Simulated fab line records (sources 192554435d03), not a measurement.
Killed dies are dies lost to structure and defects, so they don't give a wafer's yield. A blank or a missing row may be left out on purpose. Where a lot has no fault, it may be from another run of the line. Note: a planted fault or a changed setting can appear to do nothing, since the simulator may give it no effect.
fab line records | flow n5-finfet
[record] lots = 5 wafers = 15 last-day = 19
route steps=1938 shown ZERO_LAYER@4 PASSIVATION@1936
lots with no fault: from the same line, run without faults
start-h: start of the lot's first displayed wafer, in hours after the record's first day | wait-h: hours since the lot's step before | " as in the row above | L1.1+2: a single row standing in for several wafers | - no value, or no start was given | * or withheld: withheld | < > ~ a bound
route shown NAME@n: names a module that has steps shown in the file, with the first one's number in the route | usual: the fault-free wafers' mean and standard deviation | same: alike in all rows | chamber/n: place in a boat | sites: the reading at each site | _std_site: how widely they spread, as a standard deviation | _edge_site: outer sites' mean less inner sites' | radius-mm: for every site, how far away it sits from the centre of the wafer | mask NAME#n: copy n | behind: tool/chamber where the wafer was last shaped | hold: what put the lot on hold/how long, in hours/how the hold closed | device: the n, p or np transistor that did not switch | end of line: the same wafers' tests at the end of the route | for a step that has no rows: nothing shown but its recipe | killed: dies that structure and defects cost at the first sort, which is not the same as the wafer's yield | map: a wafer's dies, x killed, . not, _ none there
set.NAME: the setting the step ran with; set.NAME@STEP: the setting that earlier step ran with | model.NAME: the simulator's own value behind a step, which no gauge read
a table for each step, a row for each wafer; lots at some steps of the route
services: the hour from which a tool's chamber was out of use, counted from the record's first day as start-h (under 0 if before that day), plus the number of hours and why
[[steps]]
[step N5_ZERO_LAYER_PECVD_02]
[recipe] material = SiO2 target-thk-a = 100 temp-c = 400 precursor = SiH4/N2O pressure-torr = 0.75 rf-w = 275 time-s = 6
[usual] heater-power-w = 768/88 showerhead-plenum-p-Torr = 8.06/0.13
// columns lot.wafer tool chamber start-h wait-h heater-power-w showerhead-plenum-p-Torr
L856.1 pecvd-02 1 36.28 0.0 741 8.13
L856.2 " 2 " " 805 8.03
L856.5 " 1 " " 714 8.14
L864.1 pecvd-03 2 84.28 0.0 841 8.20
L864.5 " 1 " " 927 8.18
L864.6 " 0 " " 702 8.04
L868.3 pecvd-03 2 108.30 0.0 906 8.22
L868.5 " 0 " " 699 8.02
L868.6 " 1 " " 925 8.17
L873.1 pecvd-02 2 138.28 0.0 716 8.03
L873.2 " 1 " " 691 8.12
L873.6 " 1 " " 704 8.11
L875.1 pecvd-04 2 150.28 0.0 735 8.12
L875.3 " 0 " " 764 7.77
L875.5 " 1 " " 679 7.96
[step N5_ZERO_LAYER_HMDS_04]
[recipe] time-s = 60 temp-c = 120
[step N5_ZERO_LAYER_COAT_05]
[recipe] spin-rpm = 1500 resist-thk-nm = 1000
[step N5_ZERO_LAYER_EBR_07]
[recipe] solvent = PGMEA ebr-width-mm = 1.5
[step N5_ZERO_LAYER_SOFTBAKE_06]
[recipe] temp-c = 100 time-s = 90
[step N5_ZERO_LAYER_EXPOSE_08]
[recipe] mask-id = ZERO na = 0.55 source-shape = conventional sigma-outer = 0.8 polarization = unpolarized defocus-nm = 0 target-cd-nm = 2000 dose-mj = 16.2
[step N5_ZERO_LAYER_PEB_09]
[recipe] peb-temp-c = withheld peb-time-s = *
[step N5_ZERO_LAYER_DEVELOP_10]
[recipe] develop-time-s = 60 rinse-liquid = diw dry = air-spin dev-temp-c = 21
[step N5_ZERO_LAYER_HARDBAKE_23]
[recipe] temp-c = 130 time-s = 120
[step N5_ZERO_LAYER_CD_MEAS_11]
[recipe] target-cd-nm = 2000 landing-energy-ev = 500 detector = se-inlens
[usual] cd-nm = 2000.1/1.7
// columns lot.wafer tool chamber start-h wait-h cd-nm
L856.1 cd-sem-03 0 36.64 - 1996.7
L856.2 " 0 " " 2000.0
L856.5 " 0 " " 1999.8
L864.1 cd-sem-01 0 84.77 - 2001.8
L864.5 " 0 " " 1999.6
L864.6 " 0 " " 2001.9
L868.3 cd-sem-01 0 108.66 - 1997.7
L868.5 " 0 " " 1997.4
L868.6 " 0 " " 1999.5
L873.1 cd-sem-03 0 138.64 - 2002.1
L873.2 " 0 " " 1999.0
L873.6 " 0 " " 2000.6
L875.1 cd-sem-03 0 150.77 - 2002.6
L875.3 " 0 " " 2002.6
L875.5 " 0 " " 2001.0
[step N5_ZERO_LAYER_DESCUM_16]
[recipe] chemistry = O2 time-s = 7.9 source-power-w = 50 bias-power-w = 20 pressure-mtorr = 20 rf-frequency-hz = 2.712e+07 temp-c = 40 o2-flow-sccm = 225
[usual] drypump-motor-current-A = 6.1/0.48 oes-product-au = 0.76/0.06 rf-vpp-V = 242.8/1.4 showerhead-plenum-p-Torr = 2.08/0.071 throttle-valve-pct = 20.47/0.19
// columns lot.wafer tool chamber start-h wait-h drypump-motor-current-A oes-product-au rf-hours-counter-h rf-vpp-V showerhead-plenum-p-Torr throttle-valve-pct
L856.1 rie-diel-05 1 36.68 0.0 5.7 0.73 165 240.9 1.99 20.55
L856.2 " 0 " " 5.9 0.71 232 244.4 2.15 20.34
L856.5 " 0 " " 6.0 0.72 - 243.8 2.15 20.34
L864.1 rie-diel-06 3 84.85 0.1 5.6 0.75 142 245.1 2.19 20.63
L864.5 " 3 " " 5.5 0.74 - 243.0 2.19 20.63
L864.6 " 2 " " 6.7 0.72 - 242.2 2.00 20.63
L868.3 rie-diel-06 3 108.99 0.3 5.5 0.73 148 244.5 2.19 20.65
L868.5 " 2 " " 6.7 0.71 - 243.0 2.00 20.63
L868.6 " 3 " " 5.6 0.73 - 243.7 2.19 20.64
L873.1 rie-diel-06 3 139.19 0.5 5.5 0.74 155 243.8 2.18 20.64
L873.2 " 1 " " 5.8 0.77 134 240.6 2.02 20.15
L873.6 " 3 " " 5.6 0.73 - 245.1 2.18 20.66
L875.1 rie-diel-02 3 150.81 0.0 6.5 0.80 101 242.7 2.02 20.64
L875.3 " 0 " " 6.5 0.73 142 242.7 2.10 20.71
L875.5 " 0 " " 6.5 0.74 - 242.6 2.10 20.69
[step N5_ZERO_LAYER_ETCH_17]
[recipe] chemistry = CF4 target = SiO2 target-depth-a = 120 time-s = 13.3 ion-energy-ev = 350 pressure-mtorr = 40 source-w = 450 bias-w = 215 Ar_flow_sccm = 100 cf4-flow-sccm = 100
[usual] cf4-flow-sccm = 100.0/0.3 drypump-motor-current-A = 6.1/0.49 oes-product-au = 0.76/0.056 rf-vpp-V = 948/4.4 showerhead-plenum-p-Torr = 2.13/0.069 throttle-valve-pct = 15.70/0.19
// columns lot.wafer tool chamber start-h wait-h cf4-flow-sccm drypump-motor-current-A oes-product-au rf-hours-counter-h rf-vpp-V showerhead-plenum-p-Torr throttle-valve-pct
L856.1 rie-diel-05 1 36.71 0.0 100.1 5.7 0.73 165 942 2.06 15.88
L856.2 " 0 " " 100.0 5.9 0.72 232 953 2.20 15.66
L856.5 " 0 " " 99.8 5.9 0.72 - 952 2.20 15.69
L864.1 rie-diel-06 3 84.89 0.0 100.2 5.6 0.76 142 955 2.24 15.81
L864.5 " 3 " " 100.3 5.6 0.77 - 954 2.24 15.80
L864.6 " 2 " " 100.1 6.7 0.74 - 943 2.06 15.90
L868.3 rie-diel-06 3 109.02 0.0 100.1 5.6 0.75 148 953 2.23 15.82
L868.5 " 2 " " 100.1 6.7 0.72 - 943 2.06 15.92
L868.6 " 3 " " 99.8 5.5 0.75 - 954 2.23 15.82
L873.1 rie-diel-06 3 139.22 0.0 100.5 5.5 0.74 155 955 2.23 15.83
L873.2 " 1 " " 100.7 5.8 0.75 134 944 2.06 15.37
L873.6 " 3 " " 100.3 5.6 0.74 - 953 2.23 15.82
L875.1 rie-diel-02 3 150.84 0.0 100.4 6.5 0.80 101 943 2.06 15.70
L875.3 " 0 " " 99.8 6.6 0.74 142 948 2.13 15.83
L875.5 " 0 " " 100.0 6.7 0.73 - 949 2.13 15.84
[step N5_ZERO_LAYER_ETCH_18]
[recipe] chemistry = HBr/Cl2 target = Si target-depth-a = 1200 time-s = 40 pressure-mtorr = 10 icp-w = 800 bias-w = 75 HBr_flow_sccm = 150 Cl2_flow_sccm = 80
[usual] HBr_flow_sccm = 150.0/0.45 drypump-motor-current-A = 5.7/0.49 oes-product-au = 1.006/0.011 throttle-valve-pct = 36.2/0.31
// columns lot.wafer tool chamber start-h wait-h HBr_flow_sccm drypump-motor-current-A oes-product-au rf-hours-counter-h throttle-valve-pct model.ZERO_LAYER.feature-depth-nm model.etch.depth-nm model.coat_of_ZERO_LAYER_COAT_05.thk-nm
L856.1 rie-si-02 2 36.79 0.0 149.6 5.9 1.019 20 36.2 117.3 117.3 936.4
L856.2 " 3 " " 150.3 5.4 1.012 22 35.8 118.3 118.3 938.1
L856.5 " 0 " " 150.4 5.2 1.010 - 36.2 118.1 118.1 934.1
L864.1 rie-si-05 1 84.96 0.0 149.5 5.8 0.996 9 36.2 119.8 119.8 926.3
L864.5 " 1 " " 149.9 5.8 1.001 - 36.2 120.8 120.8 925.2
L864.6 " 2 " " 150.1 6.2 1.000 - 36.3 117 117 927.8
L868.3 rie-si-05 3 109.10 0.0 149.8 6.7 1.027 125 36.0 120.2 120.2 934
L868.5 " 3 " " 149.8 6.8 1.013 - 36.0 120.5 120.5 933.6
L868.6 " 0 " " 149.4 5.2 1.001 - 35.8 121.7 121.7 931.9
L873.1 rie-si-05 1 139.30 0.0 149.8 5.8 0.994 10 36.3 118.8 118.8 930.2
L873.2 " 3 " " 150.1 6.8 1.014 125 36.0 105 105 934.7
L873.6 " 0 " " 150.2 5.2 1.002 - 35.8 120.2 120.2 928.4
L875.1 rie-si-06 1 150.92 0.0 150.0 5.3 0.996 133 36.8 121.6 121.6 922.5
L875.3 " 2 " " 150.2 5.1 1.003 14 35.8 120.7 120.7 923.7
L875.5 " 2 " " 149.7 5.0 1.002 - 35.8 121.6 121.6 922.3
[step N5_ZERO_LAYER_STRIP_24]
[recipe] chemistry = O2 power-w = 1000 temp-c = 250 overash-fraction = 0.3 pressure-mtorr = 1000 o2-flow-sccm = 6750
[usual] drypump-motor-current-A = 6.0/0.61 heater-power-w = 335/27 oes-product-au = 0.647/0.0045 strip-time-to-endpoint-s = 43.83/0.1
// columns lot.wafer tool chamber start-h wait-h drypump-motor-current-A heater-power-w oes-product-au rf-hours-counter-h strip-time-to-endpoint-s
L856.1 plasma-asher-01 0 36.89 0.1 5.3 301 0.648 23 44.01
L856.2 " 1 " " 6.6 342 0.655 23 44.07
L856.5 " 0 " " 5.3 292 0.653 - 43.96
L864.1 plasma-asher-02 0 85.07 0.1 5.6 362 0.642 94 43.72
L864.5 " 0 " " 5.6 366 0.643 - 43.69
L864.6 " 1 " " 6.7 353 0.647 - 43.78
L868.3 plasma-asher-01 1 109.22 0.1 6.6 339 0.650 - 43.95
L868.5 " 1 " " 6.6 340 0.639 - 43.96
L868.6 " 0 " " 5.3 291 0.648 - 43.89
L873.1 plasma-asher-02 1 139.40 0.1 6.7 354 0.644 105 43.83
L873.2 " 0 " " 5.7 370 0.649 105 43.98
L873.6 " 0 " " 5.7 375 0.649 - 43.79
L875.1 plasma-asher-02 0 151.02 0.1 5.7 359 0.644 107 43.61
L875.3 " 0 " " 5.7 363 0.644 - 43.64
L875.5 " 0 " " 5.7 368 0.643 - 43.61
[step N5_PASSIVATION_PROBE_49]
[usual] killed_at_M0_to_M3 = 33/11 killed_at_M4_up = 15/6.2 killed-at-contacts = 13/6.5 killed-at-front-end = 38/11 killed-at-other = 3.4/2.6 killed-dies = 102/17 killed-on-rim = 13/4.1 killed-open = 67/12 killed-short = 34/7.9
[same] gross-dies = 1180 killed-at-back-side = 0
// columns lot.wafer tool chamber start-h wait-h killed_at_M0_to_M3 killed_at_M4_up killed-at-contacts killed-at-front-end killed-at-other killed-dies killed-on-rim killed-open killed-short
L868.3 prober-01 - 369.40 0.1 17 10 8 54 2 91 11 62 29
L868.5 prober-01 - 369.50 0.2 19 11 18 63 0 111 16 66 44
L868.6 prober-01 - 369.55 0.3 30 9 18 42 0 99 12 73 25
// killed by level:class
L868.3 STI_FIN_REVEAL:geometric-particle:open=21 GATE_CUT:geometric-particle:short=9 FIN_SAQP:geometric-particle:short=8 MOL_CONTACT_COAG:geometric-particle:open=8 BEOL_M0_SAQP:geometric-particle:open=6 FIN_SAQP:geometric-particle:open=5 BEOL_M0_SAQP:geometric-particle:short=5 BEOL_M4:geometric-particle:open=4
L868.5 FIN_SAQP:geometric-particle:short=20 STI_FIN_REVEAL:geometric-particle:open=16 MOL_CONTACT_COAG:geometric-particle:open=16 FIN_SAQP:geometric-particle:open=9 BEOL_M4:geometric-particle:open=6 BEOL_M1:geometric-particle:open=4 BEOL_M0_SAQP:geometric-particle:open=4 BEOL_M1:geometric-particle:short=4
L868.6 MOL_CONTACT_COAG:geometric-particle:open=15 FIN_SAQP:geometric-particle:open=11 STI_FIN_REVEAL:geometric-particle:open=11 BEOL_M3:geometric-particle:open=10 FIN_SAQP:geometric-particle:short=7 BEOL_M1:geometric-particle:open=6 BEOL_M3:geometric-particle:short=4 ILD0:geometric-particle:open=3
[[services]]
// columns tool chamber start-h hours kind
plasma-asher-01 - 14.00 2.6 repair
pecvd-03 0 15.37 4.8 repair
rie-si-02 - 17.97 0.2 repair
rie-si-02 - 19.08 2.8 pm
rie-si-06 2 20.00 4.4 repair
rie-diel-06 0 22.45 3.3 repair
rie-diel-05 2 23.83 1.7 repair
rie-diel-02 3 30.39 2.3 repair
rie-diel-05 2 30.47 19.7 repair
rie-diel-05 - 51.87 28.1 pm
rie-si-05 2 52.13 2.3 repair
rie-diel-02 0 52.41 13.2 repair
rie-si-05 - 59.63 0.4 repair
pecvd-02 - 64.56 33.2 repair
pecvd-04 - 68.51 1.5 repair
rie-si-05 0 69.78 14.4 repair
pecvd-03 - 79.11 2.8 pm
rie-si-06 0 82.82 81.4 repair
rie-diel-02 1 93.14 16.4 repair
pecvd-03 - 105.77 0.7 repair
rie-si-05 2 111.77 4.0 repair
plasma-asher-02 - 129.60 2.3 repair
pecvd-03 - 130.46 0.9 repair
rie-si-05 - 135.20 2.8 pm
[[key]]
first-sign none at tools or gauges
[model-effect] step = N5_ZERO_LAYER_ETCH_18 value = ZERO_LAYER.feature-depth-nm without = 120.4 struck = 105
met-at N5_ZERO_LAYER_ETCH_18
struck-wafers L873.2
tester-left-out L873
onset-between 109.10 139.30
[fault] kind = process-parameter-drift tool = rie-si-05 chamber = - onset-h = 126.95 steps = N5_ZERO_LAYER_ETCH_18 channel = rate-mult offset = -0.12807 shape = step end-h = 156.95 scope = struck-wafers-only
// tester-left-out: of these lots the tester's yield and bins aren't shown, on N5 and GAA mostly nor the transistor test; their killed dies are dies lost to structure and defects alone, not to doping, threshold or leakage, so they don't give the yield
